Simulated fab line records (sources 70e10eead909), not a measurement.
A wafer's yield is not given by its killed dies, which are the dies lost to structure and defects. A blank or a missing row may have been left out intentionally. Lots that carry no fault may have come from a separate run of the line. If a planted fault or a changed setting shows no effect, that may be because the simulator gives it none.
Which tool is to blame?    flow nand harc    13 lots with 39 wafers sampled at 5 steps, on a route of 1159 steps

== WHAT THE GAUGES READ, wafer by wafer ==
NHARC_P_ZERO_WELL_CD_MEAS_24 targets a cd of 720 nm.
lot   measured     on         cd nm (nm)
L503  day 1 14:28  cd sem-02  719.1 717.6 717.5
L505  day 2 02:35  cd sem-02  717.9 717.8 718.2
L508  day 2 20:29  cd sem-02  720.7 721.5 720.1
L509  day 3 02:37  cd sem-03  - - -
L511  day 3 14:33  cd sem-03  719.1 718.9 720.9
L514  day 4 08:28  cd sem-02  719.9 721.0 718.4
L519  day 5 14:28  cd sem-01  719.0 719.3 718.6
L520  day 5 20:35  cd sem-02  719.6 719.9 720.1
L521  day 6 02:28  cd sem-03  719.3 719.3 719.5
L522  day 6 08:37  cd sem-03  717.9 719.8 720.7
L523  day 6 14:38  cd sem-02  720.9 719.5 719.3
L524  day 6 20:40  cd sem-03  719.8 720.1 718.2
L525  day 7 02:38  cd sem-02  719.6 720.5 720.3

NHARC_P_STI_INSPECT_25.
lot   measured     on                 raw defect count
L503  day 4 02:01  defect inspect-01  106 148 99
L505  day 4 06:45  defect inspect-02  325 284 373
L508  day 4 17:53  defect inspect-01  199 277 201
L511  day 5 11:38  defect inspect-01  174 136 135
L514  day 6 22:52  defect inspect-01  162 231 367
L519  day 7 17:20  defect inspect-01  343 274 243
L520  day 8 08:02  defect inspect-02  196 234 166
L521  day 8 08:02  defect inspect-01  291 227 185
L522  day 8 08:02  defect inspect-02  259 182 318
L523  day 8 19:34  defect inspect-01  160 241 119
L524  day 9 02:29  defect inspect-02  144 225 156
L525  day 9 02:28  defect inspect-01  162 239 179

== EACH LOT AND THE TOOL THAT RAN IT (in order: tool; ch and the chambers of the sampled wafers; start) ==
lot   NHARC_P_ZERO_WELL_EXPOSE_21       NHARC_P_ZERO_WELL_DESCUM_26        NHARC_P_STI_CMP_21
L503  krf scanner-03 ch 0, day 1 14:19  rie diel-06 ch 0,1, day 1 14:38    cmp-02 ch 0,1,2, day 3 13:53
L505  krf scanner-04 ch 0, day 2 02:26  rie diel-06 ch 1,2, day 2 02:45    cmp-02 ch 0,1,3, day 3 22:21
L508  krf scanner-01 ch 0, day 2 20:20  rie diel-10 ch 0,3, day 2 20:39    cmp-02 ch 0,1,3, day 4 09:24
L509  krf scanner-03 ch 0, day 3 02:28  rie diel-10 ch 0,1,3, day 3 02:48  -
L511  krf scanner-01 ch 0, day 3 14:24  rie diel-06 ch 1,3, day 3 14:43    cmp-04 ch 0,3, day 5 02:14
L514  krf scanner-03 ch 0, day 4 08:19  rie diel-10 ch 0,1,3, day 4 08:39  cmp-02 ch 0,1,2, day 6 13:46
L519  krf scanner-01 ch 0, day 5 14:19  rie diel-10 ch 0,2,3, day 5 14:39  cmp-01 ch 0,2,3, day 7 07:42
L520  krf scanner-03 ch 0, day 5 20:26  rie diel-10 ch 0,3, day 5 20:45    cmp-02 ch 0,1, day 7 20:23
L521  krf scanner-03 ch 0, day 6 02:19  rie diel-05 ch 0,1, day 6 02:38    cmp-01 ch 0,1,3, day 7 20:26
L522  krf scanner-04 ch 0, day 6 08:28  rie diel-05 ch 1,2, day 6 08:47    cmp-04 ch 0,2,3, day 8 02:20
L523  krf scanner-04 ch 0, day 6 14:28  rie diel-05 ch 0,2,3, day 6 14:48  cmp-02 ch 0,2,3, day 8 11:05
L524  krf scanner-01 ch 0, day 6 20:30  rie diel-10 ch 0,2,3, day 6 20:50  cmp-02 ch 0,1,3, day 8 15:50
L525  krf scanner-03 ch 0, day 7 02:28  rie diel-05 ch 0,1,2, day 7 02:47  cmp-04 ch 0,2,3, day 8 15:51
- NHARC_P_ZERO_WELL_EXPOSE_21: exposes mask P NWELL, target cd 720 nm.
- NHARC_P_ZERO_WELL_DESCUM_26: chemistry O2, time 3 s.
- NHARC_P_STI_CMP_21: polishes, t overpolish 20 s, target thk 380.67 nm.

== AS READ BY THE TOOLS THEMSELVES (means over the sampled wafers that have a number; for cases with no such wafer, the mark the record gives instead) ==
NHARC_P_ZERO_WELL_DESCUM_26.
lot   tool         drypump motor current A (A)  oes product au (a.u.)  rf vpp V (V)  showerhead plenum p Torr (Torr)  throttle valve pct (%)
L503  rie diel-06  5.8                          1.003                  57.8          1.97                             11.310
L505  rie diel-06  5.1                          1.002                  57.8          1.92                             11.311
L508  rie diel-10  6.0                          0.996                  57.4          1.88                             11.318
L509  rie diel-10  5.9                          0.990                  57.8          1.90                             11.306
L511  rie diel-06  6.1                          0.996                  56.3          1.88                             11.306
L514  rie diel-10  5.9                          0.992                  58.1          1.90                             11.316
L519  rie diel-10  5.8                          0.995                  58.6          1.88                             11.317
L520  rie diel-10  6.1                          0.989                  57.1          1.88                             11.314
L521  rie diel-05  6.0                          1.007                  57.9          1.90                             11.307
L522  rie diel-05  5.9                          1.013                  57.7          1.95                             11.316
L523  rie diel-05  5.7                          1.005                  57.5          1.99                             11.302
L524  rie diel-10  5.8                          0.993                  57.5          1.88                             11.309
L525  rie diel-05  5.7                          1.001                  58.4          1.94                             11.310

NHARC_P_STI_CMP_21.
lot   tool    motor current A (A)  overpolish run s (s)  retaining ring pressure frac
L503  cmp-02  13.0                 19.994                0.998
L505  cmp-02  12.3                 19.996                0.998
L508  cmp-02  12.6                 20.005                1.001
L511  cmp-04  11.7                 19.999                1.003
L514  cmp-02  12.1                 20.003                1.002
L519  cmp-01  11.6                 20.003                0.993
L520  cmp-02  12.3                 20.005                1.002
L521  cmp-01  12.2                 19.997                0.997
L522  cmp-04  13.1                 20.004                1.003
L523  cmp-02  13.2                 19.998                1.002
L524  cmp-02  12.8                 19.996                0.995
L525  cmp-04  13.3                 20.000                1.003

== THE ANSWER, worked out from the rows above alone ==
Rule: the usual values come from the lots themselves. Put in order of their means at a reading, lots are off if they are a third of the lots or fewer, leave a main group of 4 or more, and stand apart from it by a gap of 3 or more times the standard deviation of the main group's means; of several such gaps the widest counts. A main group is skipped when, at the precision printed for the reading in the tables above, its means are all equal. A lot without any number at a reading at which 4 lots or more have one is off too. Where the step has rows for the other lots, those lots are counted as sound. The gauges are gone through in route order, then the tools' own readings, and for those a lot's mean is taken as printed above. The first step at which some lot is off is used, and at that step the reading that is off furthest; a lot without a number counts as furthest.
Off, at NHARC_P_ZERO_WELL_CD_MEAS_24 on cd nm: L509. Without a number there: L509. The main group has a mean of 719.4 nm with a standard deviation of 0.77.
If a tool, at a process step before that reading, ran all the lots that are off and no sound lot after the first of them, it fits. The gauges at NHARC_P_ZERO_WELL_CD_MEAS_24 are tried like those tools. Of those tried, none fits.

== WHAT HAD BEEN PUT IN BY THE SIMULATOR ==
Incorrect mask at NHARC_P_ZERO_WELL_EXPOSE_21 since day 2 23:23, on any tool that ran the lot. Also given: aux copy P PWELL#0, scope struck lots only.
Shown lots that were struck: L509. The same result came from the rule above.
